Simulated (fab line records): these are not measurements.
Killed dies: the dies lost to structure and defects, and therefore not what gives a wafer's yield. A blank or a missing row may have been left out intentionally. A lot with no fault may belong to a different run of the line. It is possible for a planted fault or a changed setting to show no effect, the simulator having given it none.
Matching of chambers | flow n5 finfet | 4 sister chambers for N5_HKMG_FIN_CMP_94 on cmp-01
The step polishes, stops on SiNx, t overpolish 4.7 s, target thk 43.299 nm. 18 wafers are shown with their chamber, then 9 later ones without.

== WAFERS, EACH WITH ITS CHAMBER ==
wafer  | chamber | motor current A (A) | head pressure psi (psi) | slurry flow ml min
L074.3 | 0       | 12.4                | 3.996                   | 150.4
L074.4 | 3       | 12.1                | 4.004                   | 150.2
L074.5 | 0       | 11.7                | 4.004                   | 149.7
L077.4 | 2       | 13.6                | 4.004                   | 151.0
L077.5 | 2       | 13.0                | 3.998                   | 150.9
L077.6 | 1       | 12.6                | 4.011                   | 149.9
L078.2 | 3       | 11.5                | 4.004                   | 149.2
L078.3 | 0       | 11.8                | 3.997                   | 150.5
L078.6 | 0       | 12.1                | 3.993                   | 150.2
L081.2 | 0       | 11.5                | 3.998                   | 150.4
L081.5 | 1       | 12.3                | 4.003                   | 150.2
L081.6 | 0       | 12.2                | 4.013                   | 150.8
L084.2 | 2       | 13.2                | 3.997                   | 149.3
L084.4 | 3       | 11.5                | 4.017                   | 149.7
L084.6 | 3       | 11.8                | 4.009                   | 150.3
L085.1 | 2       | 13.6                | 4.000                   | 150.1
L085.4 | 1       | 12.2                | 3.990                   | 150.5
L085.5 | 2       | 12.5                | 4.015                   | 149.4

SIGNATURES, as means of the wafers listed above
reading            | chamber 0 | chamber 1 | chamber 2 | chamber 3 | scatter within a chamber
motor current A    | 11.950    | 12.367    | 13.180    | 11.725    | 0.354
head pressure psi  | 4.00017   | 4.00133   | 4.00280   | 4.00850   | 0.00763
slurry flow ml min | 150.333   | 150.200   | 150.140   | 149.850   | 0.547
Rule: a wafer's distance from a chamber is the root of the sum, over the readings, of the square of ((its reading less the chamber's mean) divided by the reading's scatter). The wafer belongs to the nearest chamber; if the next one is less than 2 further off, it can't be placed. The scatter: take each reading less its chamber's mean, square it, sum over the shown wafers, divide by the number of wafers less the number of chambers, and take the root.

== WAFERS WHOSE CHAMBER IS MISSING ==
wafer  | motor current A (A) | head pressure psi (psi) | slurry flow ml min
L086.1 | 13.2                | 3.996                   | 150.4
L086.4 | 11.9                | 4.001                   | 150.2
L086.6 | 12.5                | 4.008                   | 150.5
L094.2 | 12.2                | 4.000                   | 150.0
L094.3 | 11.7                | 3.993                   | 149.9
L094.6 | 12.4                | 4.009                   | 149.8
L095.2 | 11.4                | 3.979                   | 150.0
L095.4 | 11.4                | 4.000                   | 149.8
L095.5 | 11.8                | 4.000                   | 149.6

== THE CHAMBER EACH PASSED THROUGH ==
wafer  | from the rows above               | in truth
L086.1 | can't be placed: 2 or 1           | 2
L086.4 | can't be placed: 0 or 3 or 1      | 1
L086.6 | can't be placed: 1 or 0 or 2 or 3 | 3
L094.2 | can't be placed: 1 or 0 or 3      | 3
L094.3 | can't be placed: 0 or 3 or 1      | 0
L094.6 | can't be placed: 1 or 3 or 0 or 2 | 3
L095.2 | can't be placed: 0 or 3 or 1      | 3
L095.4 | can't be placed: 3 or 0 or 1      | 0
L095.5 | can't be placed: 3 or 0 or 1      | 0
Placed correctly: 0 of 9. From these rows, 9 cannot be placed; in 9 the true chamber is one of the candidates. Number placed wrongly: 0.
